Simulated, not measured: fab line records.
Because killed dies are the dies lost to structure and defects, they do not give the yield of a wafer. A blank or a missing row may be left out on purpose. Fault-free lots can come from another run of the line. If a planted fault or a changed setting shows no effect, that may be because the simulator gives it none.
A lot that was struck, set against a sound lot + flow n5-finfet + 15 steps out of a route of 1938
Sound: these wafers, L986.2, L986.3, L986.5. Struck: wafer L104.6 (L104.1, L104.2, from the same lot, were not struck and are left out); the cause is given at the end.
For every step that has rows: the tool of each side, followed by ch and its chambers, followed by its first start. Under that, the readings that differ: sound wafers + struck wafers + difference of the means + sigmas: that difference in standard deviations of wafers without a fault.
alike: same words and numbers on both sides, and readings whose means sit less than 2 such deviations apart. not compared: any withheld reading, any reading some wafer has no value for, any bound like >300 that may hide the same value, and any number with overlapping values for which the record gives no deviation.
The two part at a step that has a row with sigmas, a row that says differs or no value, or rows on one side only. Non-overlapping numbers with no deviation appear without sigmas and do not part them. A reading missing from all wafers of one side parts the sides only when that side holds two or more wafers.

first, 1 step without rows for these wafers: N5_BEOL_M1_SPUTTER_90 (material Cu, target thk 4.5 nm, time 8.29 s).
N5_BEOL_M1_ANNEAL_91: time 240 s.
  sound on pvd-sputter-02 at day 7 00:33; struck on pvd-sputter-02 at day 11 20:34
  alike: heater-power-w
N5_BEOL_M1_SPUTTER_92: material Cu, target thk 4.5 nm, time 8.29 s.
  sound on pvd-sputter-02 at day 7 00:41; struck on pvd-sputter-02 at day 11 20:42
  alike: throttle-valve-pct
then, 3 steps without rows for these wafers: N5_BEOL_M1_ANNEAL_93 (time 240 s); N5_BEOL_M1_SPUTTER_94 (material Cu, target thk 4.5 nm, time 8.29 s); N5_BEOL_M1_ANNEAL_95 (time 240 s).
N5_BEOL_M1_SPUTTER_96: material Cu, target thk 4.5 nm, time 8.29 s.
  sound on pvd-sputter-02 at day 7 01:08; struck on pvd-sputter-02 at day 11 21:08
  alike: throttle-valve-pct
then, 1 step without rows for these wafers: N5_BEOL_M1_ECD_50 (material Cu, target thk 300 nm).
N5_BEOL_M1_ANNEAL_51: time 90 s.
  sound on rtp-anneal-02 ch 0, day 7 01:25; struck on rtp-anneal-02 ch 0, day 11 21:20
  alike: wafer_temp_C_max
then, 1 step without rows for these wafers: N5_BEOL_M1_CMP_52 (polishes, stops on SiOC, t overpolish 6.8 s, target thk 40 nm).
N5_BEOL_M1_THK_MEAS_53: measures by xrf.
  sound on film-metro-01 at day 7 02:21; struck on film-metro-02 at day 11 21:56
  alike: M1_THK
N5_BEOL_M1_PRE_CLEAN_60: time 15 s.
  sound on cvd-co-01 ch 0,1, day 7 02:23; struck on cvd-co-02 ch 2, day 11 21:58
  alike: heater-power-w
N5_BEOL_M1_CO_CAP_55: material Co, precursor CCTBA/H2, target thk 2 nm, time 102.1 s.
  sound on cvd-co-01 ch 0,1, day 7 02:26; struck on cvd-co-02 ch 2, day 11 22:00
| reading                                   | sound             | struck | difference | sigmas |
|-------------------------------------------|-------------------|--------|------------|--------|
| run-length-s (s)                          | 125.1 125.5 125.5 | 77.8   | -47.6      | -86    |
| model.Co_of_BEOL_M1_CO_CAP_55.thk-nm (nm) | 1.8 1.8 2         | 0.8    | -1.1       |        |
  alike: heater-power-w
then, 1 step without rows for these wafers: N5_BEOL_M1_PRE_CLEAN_56 (time 15 s).
N5_BEOL_M4_RC_MEAS_101:
  sound on prober-02 ch 0, day 8 18:14; struck on prober-01 ch 0, day 13 08:56
| reading       | sound    | struck | difference | sigmas |
|---------------|----------|--------|------------|--------|
| DIBL_P (mV/V) | 38 41 40 | 33     | -7         | -2     |
  alike: DIBL_N, IOFF_N, IOFF_P, ION_N, ION_P, SS_N, SS_P, VT_N, VT_P

== WHERE THEY PART ==
Earliest at N5_BEOL_M1_CO_CAP_55; latest, in this record, at N5_BEOL_M4_RC_MEAS_101.

WHY: what the simulator had put in
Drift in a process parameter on cvd-co-02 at N5_BEOL_M1_CO_CAP_55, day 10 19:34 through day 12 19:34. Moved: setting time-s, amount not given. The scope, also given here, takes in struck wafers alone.
